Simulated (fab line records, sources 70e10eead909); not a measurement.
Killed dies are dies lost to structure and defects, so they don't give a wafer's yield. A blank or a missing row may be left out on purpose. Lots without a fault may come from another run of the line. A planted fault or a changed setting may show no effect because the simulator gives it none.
fab line records | flow nand_harc
record lots=5 wafers=15 last_day=25
route steps=1159 shown P_GATE@155 END@1159
lots that met no fault: from a run of the same line without faults
start_h: hours from the record's first day to the start of the lot's first wafer shown | wait_h: hours since the lot's step before | " the same as in the row above | L1.1+2: a row that stands for several wafers | - no value, or no start given | * or withheld: withheld | < > ~ a bound
route shown NAME@n: a module of which the file shows steps, and the number in the route of the first | usual: mean/standard deviation of fault-free wafers | same: alike in all rows | chamber/n: place in a boat | sites: the reading at each site | _std_site: their standard deviation | _edge_site: outer sites' mean less inner sites' | radius_mm: how far each site lies from the wafer's centre | mask NAME#n: copy n | behind: the tool/chamber that last shaped the wafer | hold: why the lot was held/for how many hours/how that ended | device: the transistor (n, p or np) that didn't switch | end of line: the same wafers' tests at the end of the route | a step without rows: its recipe alone | killed: dies lost to structure and defects at the first sort, not the wafer's yield | map: a wafer's dies, x killed, . not, _ none there
set.NAME: the setting as run; set.NAME@STEP: as run at that earlier step | model.NAME: the simulator's own value behind a step, which no gauge read
lots at some steps of the route; a table a step, a row a wafer
services: from which hour (start_h, from the record's first day; less than 0 if before it) a tool's chamber was out of use, for how many hours, and why
## steps
# step NHARC_P_GATE_ALD_36
# recipe target_thk_a=200 pulse_time_s=60 ald_cycles=223 temp_c=400 material=SiNx
# usual heater_power_w=818/54 precursor_pulse_height_rel=1.000/0.021
# columns lot.wafer tool chamber start_h wait_h heater_power_w precursor_pulse_height_rel
L474.4 ald_sin-04 1 93.83 - 810 0.965
L474.1 " 2 94.88 - 783 0.973
L474.2 " 0 96.99 - 749 0.974
L476.1 ald_sin-04 1 108.64 - 821 1.008
L476.5 " 3 110.72 - 700 0.991
L476.6 " 0 111.77 - 789 1.002
L493.4 ald_sin-01 2 203.56 - 800 1.081
L493.6 " 1 206.72 - 827 1.046
L493.5 " 2 207.78 - 864 0.989
L492.2 ald_sin-02 2 204.39 - 816 0.957
L492.1 " 3 205.44 - 875 1.012
L492.6 " 1 207.53 - 930 1.011
L496.4 ald_sin-02 0 231.07 - 773 0.988
L496.1 " 3 234.29 - 866 0.986
L496.5 " 0 235.36 - 788 1.005
# step NHARC_P_GATE_ETCHBACK_37
# recipe target_depth_a=345 time_s=17.2 chf3_flow_sccm=50 o2_flow_sccm=10 ar_flow_sccm=200 rf_w=500 bias_w=200 chemistry=CHF3/O2
# usual drypump_motor_current_A=5.6/0.46 oes_product_au=0.96/0.039 rf_vpp_V=369.8/2.9 showerhead_plenum_p_Torr=2.37/0.13 throttle_valve_pct=20.572/0.0094
# columns lot.wafer tool chamber start_h wait_h drypump_motor_current_A oes_product_au rf_hours_counter_h rf_vpp_V showerhead_plenum_p_Torr throttle_valve_pct
L474.4 rie_diel-01 3 - - 5.1 0.93 42 372.3 2.53 20.564
L474.2 " 1 " " 5.2 0.91 41 366.6 2.23 20.570
L474.1 " 2 " " 6.3 0.92 43 374.4 2.56 20.551
L476.1 rie_diel-13 0 - - 6.1 1.01 1 368.6 2.32 20.575
L476.6 " 2 " " 5.8 1.00 - 367.2 2.25 20.576
L476.5 " 3 " " 4.8 1.02 - 367.1 2.24 20.565
L493.4 rie_diel-13 0 - - 6.1 0.95 21 368.9 2.31 20.574
L493.5 " 3 " " 4.8 0.93 - 366.4 2.23 20.573
L493.6 " 0 " " 6.0 0.94 - 369.1 2.31 20.566
L492.1 rie_diel-13 0 - - 6.1 1.03 21 368.9 2.31 20.567
L492.2 " 1 " " 5.9 1.00 19 372.8 2.52 20.563
L492.6 " 0 " " 6.1 1.02 - 368.0 2.31 20.570
L496.4 rie_diel-03 2 - - 5.5 0.94 3 373.2 2.47 20.575
L496.1 " 3 " " 5.6 0.93 3 370.8 2.38 20.557
L496.5 " 1 " " 5.6 0.93 - 370.3 2.34 20.578
# step NHARC_P_GATE_STRIP_101
# recipe time_s=20 o2_flow_sccm=500 ar_flow_sccm=0 bias_w=0 chemistry=O2
# usual drypump_motor_current_A=5.7/0.44 oes_product_au=1.001/0.013 rf_vpp_V=57.6/0.91 showerhead_plenum_p_Torr=3.49/0.18 throttle_valve_pct=17.036/0.0093
# columns lot.wafer tool chamber start_h wait_h drypump_motor_current_A oes_product_au rf_hours_counter_h rf_vpp_V showerhead_plenum_p_Torr throttle_valve_pct
L474.4 rie_diel-01 0 103.58 0.1 5.9 0.984 42 57.0 3.30 17.048
L474.1 " 1 " " 5.2 0.965 41 58.0 3.29 17.036
L474.2 " 2 " " 6.3 0.996 43 57.4 3.76 17.039
L476.1 rie_diel-13 2 116.40 0.4 5.8 0.990 2 56.8 3.31 17.037
L476.5 " 0 " " 6.1 1.008 - 57.8 3.41 17.028
L476.6 " 3 " " 4.8 1.004 - 57.6 3.29 17.030
L493.4 rie_diel-13 1 212.11 0.1 5.9 1.000 19 57.9 3.70 17.025
L493.5 " 3 " " 4.8 1.005 - 55.6 3.28 17.031
L493.6 " 0 " " 6.1 1.017 - 57.4 3.40 17.030
L492.1 rie_diel-13 1 212.91 0.1 6.0 1.005 19 57.2 3.70 17.040
L492.2 " 3 " " 4.8 1.009 23 57.2 3.28 17.023
L492.6 " 0 " " 6.1 1.026 - 58.8 3.40 17.037
L496.1 rie_diel-03 2 242.17 1.4 5.5 1.013 4 59.1 3.63 17.018
L496.4 " 1 " " 5.7 1.001 4 57.8 3.44 17.024
L496.5 " 2 " " 5.5 1.016 - 57.9 3.63 17.031
# step NHARC_P_GATE_PRECLEAN_97
# recipe time_s=600 temp_c=120 chemistry=SPM
# step NHARC_P_GATE_SRD_98
# step NHARC_P_GATE_PRECLEAN_99
# recipe time_s=* temp_c=50 bath_age_min=0 chemistry=SC1
# step NHARC_P_GATE_SRD_100
# step NHARC_P_GATE_DEHYDRATE_38
# recipe temp_c=150 time_s=120
# step NHARC_P_GATE_HMDS_39
# recipe time_s=30
# step NHARC_P_GATE_COAT_40
# recipe spin_rpm=3000
# step NHARC_P_GATE_SOFTBAKE_41
# recipe temp_c=122 time_s=95
# step NHARC_P_GATE_EBR_42
# step NHARC_P_GATE_EXPOSE_43
# recipe na=0.6 target_cd_nm=720 dose_mj=14.81 mask_id=P_NSD
# usual stage_vel_mm_s=500.00/0.25
# columns lot.wafer tool chamber start_h wait_h mask stage_vel_mm_s
L474.1 krf_scanner-02 0 104.35 - P_NSD#0 500.35
L474.2 " 0 " " P_NSD#0 500.13
L474.4 " 0 " " P_NSD#0 500.10
L476.1 krf_scanner-02 0 117.05 - P_HVPW#0 500.14
L476.5 " 0 " " P_HVPW#0 499.99
L476.6 " 0 " " P_HVPW#0 500.35
L493.4 krf_scanner-01 0 212.88 - P_NSD#0 500.19
L493.5 " 0 " " P_NSD#0 500.28
L493.6 " 0 " " P_NSD#0 500.06
L492.1 krf_scanner-04 0 213.67 - P_NSD#0 500.31
L492.2 " 0 " " P_NSD#0 500.25
L492.6 " 0 " " P_NSD#0 500.60
L496.1 krf_scanner-04 0 242.93 - P_NSD#0 499.92
L496.4 " 0 " " P_NSD#0 499.56
L496.5 " 0 " " P_NSD#0 499.77
# step NHARC_P_GATE_PEB_44
# recipe peb_temp_c=118 peb_time_s=85
# step NHARC_P_GATE_DEVELOP_45
# recipe time_s=70
# step NHARC_P_GATE_CD_MEAS_46
# recipe target_cd_nm=720 landing_energy_ev=500
# usual cd_nm=718.2/2.1
# columns lot.wafer tool chamber start_h wait_h cd_nm
L474.1 cd_sem-02 0 104.51 - 713.9
L474.2 " 0 " " 715.4
L474.4 " 0 " " 716.3
L476.1 cd_sem-01 0 117.21 - -
L476.5 " 0 " " -
L476.6 " 0 " " -
L493.4 cd_sem-02 0 213.03 - 720.2
L493.5 " 0 " " 721.0
L493.6 " 0 " " 718.1
L492.1 cd_sem-03 0 213.83 - 717.8
L492.2 " 0 " " 716.0
L492.6 " 0 " " 719.0
L496.1 cd_sem-02 0 243.10 - 717.6
L496.4 " 0 " " 716.9
L496.5 " 0 " " 715.0
# step NHARC_P_GATE_HARDBAKE_47
# recipe temp_c=125 time_s=80
# step NHARC_END_SORT_01
# recipe temp_c=25
# usual killed_at_array=27/10 killed_at_other=0.6/0.96 killed_at_periphery=3.4/2.7 killed_dies=31/10 killed_open=2.9/1.8 killed_short=1.8/1.4
# same gross_dies=677
# columns lot.wafer tool chamber start_h wait_h killed_at_array killed_at_other killed_at_periphery killed_dies killed_open killed_short
L476.1 prober-01 0 449.53 2.5 25 1 651 677 5 2
L476.5 prober-01 0 452.73 3.7 27 0 650 677 1 0
L476.6 prober-01 0 453.54 4.0 30 0 647 677 2 1
L492.1 prober-02 0 571.40 2.5 38 0 1 39 4 1
L492.2 prober-02 0 572.19 2.8 33 0 4 37 1 1
L492.6 prober-02 0 575.37 4.0 31 0 3 34 3 3
# killed by level:class
L476.1 P_GATE:area_expose=646 A_CHANNEL_HOLE_D1:chamber_film_flake=12 A_SLIT:chamber_film_flake=4 A_M1:geometric_particle:open=2 P_STI:chamber_film_flake=2 A_CONTACT:chamber_film_flake=2 P_M0:geometric_particle:open=1 P_M0:geometric_particle:short=1
L476.5 P_GATE:area_expose=647 A_SLIT:chamber_film_flake=13 A_CHANNEL_HOLE_D1:chamber_film_flake=10 P_STI:chamber_film_flake=2 A_STAIRCASE:chamber_film_flake=2 A_CHANNEL_HOLE_D1:geometric_particle:open=1 P_GATE:chamber_film_flake=1 A_CONTACT:chamber_film_flake=1
L476.6 P_GATE:area_expose=643 A_CHANNEL_HOLE_D1:chamber_film_flake=13 A_SLIT:chamber_film_flake=13 P_M0:chamber_film_flake=2 A_CONTACT:chamber_film_flake=2 P_CONTACT:geometric_particle:short=1 A_CONTACT:geometric_particle:open=1 A_M0:geometric_particle:open=1
L492.1 A_CHANNEL_HOLE_D1:chamber_film_flake=20 A_CONTACT:chamber_film_flake=10 A_WL_FILL:chamber_film_flake=3 P_CONTACT:geometric_particle:open=1 A_CHANNEL_FILL_D1:geometric_particle:open=1 A_CONTACT:geometric_particle:open=1 A_CONTACT:geometric_particle:short=1 A_M0:geometric_particle:open=1
L492.2 A_CHANNEL_HOLE_D1:chamber_film_flake=22 A_CONTACT:chamber_film_flake=4 A_WL_FILL:chamber_film_flake=3 P_GATE:chamber_film_flake=2 P_M0:geometric_particle:short=1 A_M0:geometric_particle:open=1 P_M1:chamber_film_flake=1 A_STAIRCASE:chamber_film_flake=1
L492.6 A_CHANNEL_HOLE_D1:chamber_film_flake=17 A_CONTACT:chamber_film_flake=5 A_WL_FILL:chamber_film_flake=3 P_STI:geometric_particle:short=1 P_M0:geometric_particle:open=1 A_CONTACT:geometric_particle:short=1 A_CONTACT:geometric_particle:open=1 A_BLC:geometric_particle:open=1
# map L476.1 (x killed, . not)
____________x____________
_________xxxxxxx_________
_______xxxxxxxxxxx_______
______xxxxxxxxxxxxx______
_____xxxxxxxxxxxxxxx_____
____xxxxxxxxxxxxxxxxx____
____xxxxxxxxxxxxxxxxx____
___xxxxxxxxxxxxxxxxxxx___
___xxxxxxxxxxxxxxxxxxx___
__xxxxxxxxxxxxxxxxxxxxx__
__xxxxxxxxxxxxxxxxxxxxx__
_xxxxxxxxxxxxxxxxxxxxxxx_
_xxxxxxxxxxxxxxxxxxxxxxx_
_xxxxxxxxxxxxxxxxxxxxxxx_
_xxxxxxxxxxxxxxxxxxxxxxx_
_xxxxxxxxxxxxxxxxxxxxxxx_
xxxxxxxxxxxxxxxxxxxxxxxxx
xxxxxxxxxxxxxxxxxxxxxxxxx
xxxxxxxxxxxxxxxxxxxxxxxxx
xxxxxxxxxxxxxxxxxxxxxxxxx
xxxxxxxxxxxxxxxxxxxxxxxxx
_xxxxxxxxxxxxxxxxxxxxxxx_
_xxxxxxxxxxxxxxxxxxxxxxx_
_xxxxxxxxxxxxxxxxxxxxxxx_
_xxxxxxxxxxxxxxxxxxxxxxx_
_xxxxxxxxxxxxxxxxxxxxxxx_
__xxxxxxxxxxxxxxxxxxxxx__
__xxxxxxxxxxxxxxxxxxxxx__
___xxxxxxxxxxxxxxxxxxx___
___xxxxxxxxxxxxxxxxxxx___
____xxxxxxxxxxxxxxxxx____
____xxxxxxxxxxxxxxxxx____
_____xxxxxxxxxxxxxxx_____
______xxxxxxxxxxxxx______
_______xxxxxxxxxxx_______
_________xxxxxxx_________
____________x____________
# map L474.2 (x killed, . not)
____________.____________
_________......._________
_______.......x.x._______
______...........x.______
_____..............._____
____.................____
____.................____
___...x..x......x.....___
___...x...............___
__..x....x.............__
__..x..................__
_......x...x..........x._
_....xx................._
_....xxx....x..........._
_..xxx.................._
_.x....................._
.x..xx...................
.........................
..............x..........
.........................
.........................
_......................._
_......................._
_.............x........._
_......................._
_......................._
__.....................__
__.x........x..........__
___...................___
___...................___
____.................____
____.................____
_____..............._____
______.............______
_______..........._______
_________......._________
____________.____________
## services
# columns tool chamber start_h hours kind
rie_diel-13 0 78.23 - clean
rie_diel-13 1 78.23 - clean
rie_diel-13 2 78.23 - clean
rie_diel-13 3 78.23 - clean
krf_scanner-01 - 84.00 4.0 pm
ald_sin-04 - 88.88 0.7 repair
rie_diel-03 3 95.70 5.2 repair
rie_diel-13 - 99.01 9.0 pm
rie_diel-13 0 99.01 9.0 vent_cycle
ald_sin-01 - 108.83 0.9 repair
krf_scanner-04 - 112.77 4.9 repair
rie_diel-03 3 114.22 4.6 repair
rie_diel-13 1 114.66 9.2 repair
rie_diel-01 0 125.14 5.7 repair
krf_scanner-04 - 126.00 4.0 pm
rie_diel-01 - 146.45 9.0 pm
ald_sin-02 1 152.39 4.9 repair
krf_scanner-02 - 170.53 0.7 repair
rie_diel-13 - 187.65 0.8 repair
ald_sin-04 - 189.72 10.0 pm
krf_scanner-01 - 202.15 1.7 repair
krf_scanner-02 - 210.00 4.0 pm
rie_diel-03 - 215.35 9.0 pm
rie_diel-01 3 215.88 9.7 repair
## key
first_sign step=NHARC_P_GATE_EXPOSE_43 reading=mask direction=changed
effect step=NHARC_P_GATE_CD_MEAS_46 reading=cd_nm direction=missing
effect step=NHARC_END_SORT_01 reading=killed_at_periphery direction=up sigmas=99+ usual=3.4 struck=649.3
more_kills_born_at NHARC_P_GATE_EXPOSE_43@krf_scanner-02=1936
met_at NHARC_P_GATE_EXPOSE_43
struck_wafers L476.1,L476.5,L476.6
later_rows_left_out L476.1,L476.5,L476.6
tester_left_out L476
onset_between 104.35 117.05
fault kind=wrong_mask tool=any chamber=- onset_h=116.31 steps=NHARC_P_GATE_EXPOSE_43 aux_copy=P_HVPW#0 scope=struck_lots_only
# tester_left_out: of these lots the tester's yield and bins aren't shown, on N5 and GAA mostly nor the transistor test; their killed dies are dies lost to structure and defects alone, not to doping, threshold or leakage, so they don't give the yield
# later_rows_left_out: the simulator's readings of these wafers behind a module that went badly wrong aren't trusted and aren't shown, but for the sort
